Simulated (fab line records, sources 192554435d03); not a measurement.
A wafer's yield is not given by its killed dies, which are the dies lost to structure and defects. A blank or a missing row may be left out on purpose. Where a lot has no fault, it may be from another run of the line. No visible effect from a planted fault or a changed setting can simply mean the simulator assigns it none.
Split-lot experiment + flow n5Finfet + 7 lots, 21 wafers read, on a route of 1938 steps

ON THE SPLIT
At N5_BEOL_M13_SPUTTER_43 (material TaN, target thk 15 nm, time 24.19 s), the setting timeS was moved away from the recipe's 24.19 s on 6 of the 21 wafers read, by -10.0% to +13.9%. The other wafers ran this setting at the recipe's value.

The reading is taken at the split's own step.

THE READING
TaN_of_BEOL_M13_SPUTTER_43.thkNm (the simulator's own value, which no gauge read), in nm, at N5_BEOL_M13_SPUTTER_43 (material TaN, target thk 15 nm, time 24.19 s). No usual value for it is given in the file. Across the 15 wafers here that went through the recipe, the average is 14.9 nm and the standard deviation 0.19 nm.

| wafer  | tool, chamber at the split | timeS as run, s | against the recipe | TaN_of_BEOL_M13_SPUTTER_43.thkNm, nm | against lot-mates on the recipe |
|--------|----------------------------|-----------------|--------------------|--------------------------------------|---------------------------------|
| L077.1 | pvdSputter-02, -           | 24.19           | recipe             | 14.8                                 | -                               |
| L077.2 | pvdSputter-02, -           | 21.76           | -10.0%             | 13.6                                 | -1.2                            |
| L077.6 | pvdSputter-02, -           | 21.76           | -10.0%             | 13.4                                 | -1.4                            |
| L081.1 | pvdSputter-03, -           | 24.19           | recipe             | 14.8                                 | -                               |
| L081.3 | pvdSputter-03, -           | 24.19           | recipe             | 14.6                                 | -                               |
| L081.4 | pvdSputter-03, -           | 27.56           | +13.9%             | 16.6                                 | +1.9                            |
| L084.1 | pvdSputter-03, -           | 24.19           | recipe             | 15                                   | -                               |
| L084.2 | pvdSputter-03, -           | 24.19           | recipe             | 15                                   | -                               |
| L084.5 | pvdSputter-03, -           | 24.19           | recipe             | 14.8                                 | -                               |
| L085.1 | pvdSputter-02, -           | 24.19           | recipe             | 14.8                                 | -                               |
| L085.4 | pvdSputter-02, -           | 24.19           | recipe             | 14.8                                 | -                               |
| L085.3 | pvdSputter-02, -           | 24.19           | recipe             | 15                                   | -                               |
| L088.2 | pvdSputter-01, -           | 22.09           | -8.7%              | 13.8                                 | -1.0                            |
| L088.5 | pvdSputter-01, -           | 22.09           | -8.7%              | 13.8                                 | -1.0                            |
| L088.6 | pvdSputter-01, -           | 24.19           | recipe             | 14.8                                 | -                               |
| L096.1 | pvdSputter-01, -           | 24.19           | recipe             | 15.4                                 | -                               |
| L096.3 | pvdSputter-01, -           | 24.19           | recipe             | 15.2                                 | -                               |
| L096.4 | pvdSputter-01, -           | 27.21           | +12.5%             | 17.2                                 | +1.9                            |
| L097.1 | pvdSputter-02, -           | 24.19           | recipe             | 15                                   | -                               |
| L097.3 | pvdSputter-02, -           | 24.19           | recipe             | 14.8                                 | -                               |
| L097.6 | pvdSputter-02, -           | 24.19           | recipe             | 14.8                                 | -                               |

FIT RESULTS
A straight line over all 21 wafers: TaN_of_BEOL_M13_SPUTTER_43.thkNm changes by +0.142 nm for each +1% of timeS; r = +0.97; the points scatter about the line by 0.22 nm.
The same after taking each lot's own level away (the mean of its wafers on the recipe; 21 wafers): +0.134 nm for each +1%; r = +0.99; scatter 0.11 nm.
According to that fit, moving timeS by its largest amount changes the reading by 1.9 nm.
Across the lots, their own levels run from 14.70 to 15.30 nm, a range of 3.1 times the standard deviation given above.
The two slopes are in agreement: the lot-to-lot level therefore moves the slope only a little.
Check: +1.9 nm against its lot-mates is what the line predicts for one of the wafers moved furthest among these (+13.9%) when that wafer is left out of the fit. Against them it came out at +1.9 nm.

OTHER SPLITS APPLIED TO THESE WAFERS
Other splits were also applied to these wafers ahead of the reading. Each is held against what the fit with the lots' levels taken away leaves over:
| other split on the same wafers   | wafers away from the commonest value | r with TaN_of_BEOL_M13_SPUTTER_43.thkNm (lot level and that fit taken away) |
|----------------------------------|--------------------------------------|-----------------------------------------------------------------------------|
| N5_BEOL_M13_TRENCH_ETCH_34 timeS | 6                                    | -0.12                                                                       |

THE FILE'S OWN FIT
TaN_of_BEOL_M13_SPUTTER_43.thkNm changes by +0.137 nm for each +1% of timeS, r = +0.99.
